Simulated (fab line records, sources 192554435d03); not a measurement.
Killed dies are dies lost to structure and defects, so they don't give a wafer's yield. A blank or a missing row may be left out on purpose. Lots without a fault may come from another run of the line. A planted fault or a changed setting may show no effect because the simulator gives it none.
Split-lot experiment | flow n5_finfet | 7 lots, 21 wafers read, on a route of 1938 steps

THE SPLIT
At N5_BEOL_M4_TRENCH_ETCH_37 (etches SiOC in C4F6/O2, target depth 55.555 nm, time 29.2 s), the setting bias_w was moved away from the recipe's 185 W on 9 of the 21 wafers read, by -12.6% to +17.4%. The other wafers ran this setting at the recipe's value.

The reading is taken at the split's own step.

THE READING
rf_vpp_V, in V, at N5_BEOL_M4_TRENCH_ETCH_37 (etches SiOC in C4F6/O2, target depth 55.555 nm, time 29.2 s). Fault-free wafers of this fab line usually give 667 V, standard deviation 7.8 V.

wafer  | tool, chamber at the split | bias_w as run, W | against the recipe | rf_vpp_V, V | against lot-mates on the recipe
L075.1 | rie_diel-04, 2             | 217.1            | +17.4%             | 757         | no lot-mate on the recipe
L075.3 | rie_diel-04, 0             | 217.1            | +17.4%             | 765         | no lot-mate on the recipe
L075.6 | rie_diel-04, 1             | 217.1            | +17.4%             | 751         | no lot-mate on the recipe
L077.1 | rie_diel-05, 1             | 185              | recipe             | 678         | -
L077.2 | rie_diel-05, 3             | 161.7            | -12.6%             | 587         | -84
L077.5 | rie_diel-05, 0             | 185              | recipe             | 663         | -
L078.2 | rie_diel-04, 1             | 185              | recipe             | 661         | -
L078.3 | rie_diel-04, 3             | 172              | -7.0%              | 627         | -34
L078.4 | rie_diel-04, 2             | 172              | -7.0%              | 630         | -31
L081.2 | rie_diel-04, 3             | 185              | recipe             | 663         | -
L081.3 | rie_diel-04, 0             | 201.8            | +9.1%              | 722         | +59
L081.5 | rie_diel-04, 2             | 201.8            | +9.1%              | 716         | +53
L090.4 | rie_diel-04, 3             | 185              | recipe             | 663         | -
L090.5 | rie_diel-04, 2             | 185              | recipe             | 668         | -
L090.6 | rie_diel-04, 1             | 185              | recipe             | 662         | -
L091.2 | rie_diel-03, 1             | 185              | recipe             | 654         | -
L091.5 | rie_diel-03, 1             | 185              | recipe             | 655         | -
L091.6 | rie_diel-03, 2             | 185              | recipe             | 669         | -
L092.2 | rie_diel-05, 2             | 185              | recipe             | 679         | -
L092.3 | rie_diel-05, 1             | 206.8            | +11.8%             | 739         | +61
L092.6 | rie_diel-05, 1             | 185              | recipe             | 677         | -

THE FIT
A straight line over all 21 wafers: rf_vpp_V changes by +5.56 V for each +1% of bias_w; r = +0.99; the points scatter about the line by 7.7 V.
The same after taking each lot's own level away (the mean of its wafers on the recipe; 18 wafers): +5.78 V for each +1%; r = +0.98; scatter 6.2 V.
On that fit, the largest move of bias_w shifts the reading by 1e+02 V.
The lots' own levels span 659.3 to 678.0 V, that is 2.4 times the standard deviation above.
So the lot-to-lot level changes the slope little: the two slopes agree.
Check: with one of the wafers moved furthest among these (-12.6%) left out of the fit, the line predicts -66.6 V for it against its lot-mates. It came out at -83.5 V against them.
Tool readings at the split's step, against how far the setting was moved: rf_vpp_V r = +0.99.

THE FILE'S OWN FIT
rf_vpp_V changes by +5.84 V for each +1% of bias_w, r = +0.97.
